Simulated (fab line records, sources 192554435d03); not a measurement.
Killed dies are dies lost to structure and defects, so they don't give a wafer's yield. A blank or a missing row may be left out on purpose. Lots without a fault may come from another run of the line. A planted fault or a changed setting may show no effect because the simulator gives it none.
Split-lot experiment | flow n5_finfet | 7 lots, 21 wafers read, on a route of 1938 steps

THE SPLIT
At N5_SDB_COAT_05 (resist thk 90 nm), the setting spin_rpm was moved away from the recipe's 1500 rpm on 7 of the 21 wafers read, by -8.9% to +10.3%. The other wafers ran this setting at the recipe's value.

FROM THE SPLIT TO THE READING: what the file shows between them, 2 steps
- N5_SDB_EBR_07
- N5_SDB_SOFTBAKE_06: time 60 s

THE READING
CAR-ArF_of_SDB_COAT_05.thk_nm (the simulator's own value, which no gauge read), in nm, at N5_SDB_DESCUM_16 (chemistry O2, time 7.9 s). The file gives no usual value for it. The 14 wafers here that ran the recipe average 83.4 nm, standard deviation 0.32 nm.

wafer  | tool, chamber at the split | spin_rpm as run, rpm | against the recipe | CAR-ArF_of_SDB_COAT_05.thk_nm, nm | against lot-mates on the recipe
L075.1 | litho_track-04, 0          | 1655                 | +10.3%             | 79.2                              | -4.6
L075.6 | litho_track-04, 0          | 1655                 | +10.3%             | 79.2                              | -4.6
L075.3 | litho_track-04, 0          | 1500                 | recipe             | 83.8                              | -
L080.2 | litho_track-04, 0          | 1366                 | -8.9%              | 88                                | +4.5
L080.3 | litho_track-04, 0          | 1500                 | recipe             | 83.6                              | -
L080.5 | litho_track-04, 0          | 1500                 | recipe             | 83.4                              | -
L084.1 | litho_track-04, 0          | 1500                 | recipe             | 84                                | -
L084.5 | litho_track-04, 0          | 1585                 | +5.7%              | 81.6                              | -2.4
L084.6 | litho_track-04, 0          | 1585                 | +5.7%              | 81.2                              | -2.8
L085.3 | litho_track-01, 0          | 1500                 | recipe             | 83.2                              | -
L085.5 | litho_track-01, 0          | 1500                 | recipe             | 83.2                              | -
L085.6 | litho_track-01, 0          | 1500                 | recipe             | 83.2                              | -
L089.2 | litho_track-01, 0          | 1500                 | recipe             | 83                                | -
L089.5 | litho_track-01, 0          | 1500                 | recipe             | 83.4                              | -
L089.6 | litho_track-01, 0          | 1500                 | recipe             | 82.8                              | -
L094.1 | litho_track-04, 0          | 1500                 | recipe             | 83.2                              | -
L094.2 | litho_track-04, 0          | 1560                 | +4.0%              | 81.6                              | -1.6
L094.4 | litho_track-04, 0          | 1560                 | +4.0%              | 81.4                              | -1.8
L096.1 | litho_track-02, 0          | 1500                 | recipe             | 83.6                              | -
L096.6 | litho_track-02, 0          | 1500                 | recipe             | 83.6                              | -
L096.3 | litho_track-02, 0          | 1500                 | recipe             | 83.8                              | -

THE FIT
A straight line over all 21 wafers: CAR-ArF_of_SDB_COAT_05.thk_nm changes by -0.433 nm for each +1% of spin_rpm; r = -0.98; the points scatter about the line by 0.37 nm.
The same after taking each lot's own level away (the mean of its wafers on the recipe; 21 wafers): -0.462 nm for each +1%; r = -1.00; scatter 0.17 nm.
On that fit, the largest move of spin_rpm shifts the reading by 4.8 nm.
The lots' own levels span 83.07 to 84.00 nm, that is 2.9 times the standard deviation above.
So the lot-to-lot level changes the slope little: the two slopes agree.
Check: with one of the wafers moved furthest among these (+10.3%) left out of the fit, the line predicts -4.77 nm for it against its lot-mates. It came out at -4.6 nm against them.

OTHER SPLITS ON THESE WAFERS
These wafers also went through other splits before the reading. Each is held against what the fit with the lots' levels taken away leaves over:
other split on the same wafers        | wafers away from the commonest value | r with CAR-ArF_of_SDB_COAT_05.thk_nm (lot level and that fit taken away)
N5_ZERO_LAYER_EXPOSE_08 dose_mj       | 5                                    | -0.06
N5_WELL_APT_COAT_02 spin_rpm          | 6                                    | -0.19
N5_FIN_SAQP_SPACER1_ALD_24 ald_cycles | 8                                    | -0.36
N5_FIN_CUT_CUT_ETCH_15 bias_w         | as run: not given for these wafers   | -
N5_SD_EPI_N_EPI_21 time_s             | 8                                    | +0.05
N5_SD_EPI_P_COAT_34 spin_rpm          | 1                                    | -0.17
N5_ILD0_CMP_03 down_force_psi         | 7                                    | -0.16

THE WHOLE CHAIN: every reading that the file lists as answering this split, in the file's order
step             | what it does             | reading                                                                        | change (the file's fit)               | r (the file's)
N5_SDB_COAT_05   | resist thk 90 nm         | CAR-ArF_of_SDB_COAT_05.thk_nm (the simulator's own value, which no gauge read) | -0.456 nm for each +1% of the setting | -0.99
N5_SDB_DESCUM_16 | chemistry O2, time 7.9 s | CAR-ArF_of_SDB_COAT_05.thk_nm (the simulator's own value, which no gauge read) | -0.466 nm for each +1% of the setting | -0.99

THE FILE'S OWN FIT
CAR-ArF_of_SDB_COAT_05.thk_nm changes by -0.466 nm for each +1% of spin_rpm, r = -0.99.
